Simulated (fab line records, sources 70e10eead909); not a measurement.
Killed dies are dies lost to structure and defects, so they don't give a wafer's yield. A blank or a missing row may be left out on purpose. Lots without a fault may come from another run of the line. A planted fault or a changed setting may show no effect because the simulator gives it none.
A struck lot beside a sound one | flow nand_harc | 13 steps out of a route of 1302
Sound: wafers L407.1, L407.3, L407.4. Struck: wafers L413.3, L413.5. (L413.4 of the same lot was not struck and is left out.) The cause comes at the end.
At each step with rows: each side's tool, then ch and its chambers, then its first start. Under that, the readings that differ: sound wafers | struck wafers | difference of the means | sigmas: that difference in standard deviations of wafers without a fault.
alike: readings whose means differ by less than 2 such deviations, and words and numbers that are the same on both sides. not compared: withheld readings, readings that some wafer has no value for, bounds like >300 that may hide the same value, and numbers for which the record gives no deviation and whose values overlap.
The two part at a step that has a row with sigmas, a row that says differs or no value, or rows on one side only. Numbers that don't overlap but have no deviation are shown without sigmas and don't part them. A reading that every wafer of one side lacks parts them only if that side has two wafers or more.

NHARC_A_SLIT_ETCH_29: etches the open film in CF4/O2, target depth 100 nm, overetch 10 nm, time 55 s.
  sound on rie_diel-07 ch 1,2,3, day 24 03:11; struck on rie_diel-07 ch 1, day 26 08:55
  alike: drypump_motor_current_A, oes_product_au, rf_vpp_V, showerhead_plenum_p_Torr, throttle_valve_pct
  not compared: rf_hours_counter_h
NHARC_A_SLIT_STRIP_18: strips in O2.
  sound on rie_diel-07 ch 1,2,3; struck on rie_diel-07 ch 0,1
  alike: drypump_motor_current_A, oes_product_au, rf_vpp_V, showerhead_plenum_p_Torr, throttle_valve_pct
  not compared: rf_hours_counter_h
then, 2 steps without rows for these wafers: NHARC_A_SLIT_PRECLEAN_19 (cleans in SC1); NHARC_A_SLIT_SRD_20.
NHARC_A_SLIT_CD_MEAS_21:
  sound on cd_sem-02, day 24 03:43; struck on cd_sem-01, day 26 09:28
  alike: cd_nm
then, 3 steps without rows for these wafers: NHARC_A_SIN_REMOVE_WET_00 (chemistry H3PO4, time 15300 s); NHARC_A_SIN_REMOVE_PRECLEAN_01 (cleans in SC1); NHARC_A_SIN_REMOVE_SRD_02.
NHARC_A_SIN_REMOVE_INSPECT_04:
  sound on defect_inspect-02, day 24 10:17; struck on defect_inspect-02, day 26 15:33
  alike: raw_defect_count
NHARC_A_WL_FILL_ALD_00: deposits Al2O3, target thk 3 nm, pulse time 3 s, ald cycles 30.
  sound on ald_hk-03 ch 0,2,3, day 24 10:22; struck on ald_hk-01 ch 1, day 26 15:40
  reading            | sound       | struck  | difference | sigmas
  heater_power_w (W) | 521 490 666 | 404 397 | -158       | -3
  alike: precursor_pulse_height_rel
  not compared: ald_cycles
NHARC_A_WL_FILL_RTA_01: time 5 s.
  sound on rtp_anneal-01 ch 0, day 24 10:48; struck on rtp_anneal-02 ch 0, day 26 15:58
  reading             | sound          | struck    | difference | sigmas
  lamp_power_pct (%)  | 29.6 29.6 29.6 | 32.3 32.3 | +2.7       | +2
  lamp_zone_1_pct (%) | 29.6 29.6 29.6 | 32.3 32.2 | +2.6       | +2
  lamp_zone_2_pct (%) | 29.6 29.6 29.6 | 32.3 32.3 | +2.7       | +2
  lamp_zone_6_pct (%) | 29.5 29.5 29.5 | 32.3 32.2 | +2.8       | +2
  alike: wafer_temp_C_max
NHARC_A_WL_FILL_ALD_02: deposits TiN, target thk 2 nm, pulse time 3 s, ald cycles 100.
  sound on ald_metal-03 ch 0,1,3, day 24 11:03; struck on ald_metal-03 ch 1,2, day 26 16:07
  reading    | sound       | struck | difference | sigmas
  ald_cycles | 100 100 100 | 79 79  | -21        |
  alike: heater_power_w, precursor_pulse_height_rel
then, 1 step without rows for these wafers: NHARC_END_SORT_01.

WHERE THEY PART
First at NHARC_A_WL_FILL_ALD_00; last, within this record, at NHARC_A_WL_FILL_RTA_01. Later steps at which nothing parts them and some readings are alike: NHARC_A_WL_FILL_ALD_02.

WHY: what the simulator had put in
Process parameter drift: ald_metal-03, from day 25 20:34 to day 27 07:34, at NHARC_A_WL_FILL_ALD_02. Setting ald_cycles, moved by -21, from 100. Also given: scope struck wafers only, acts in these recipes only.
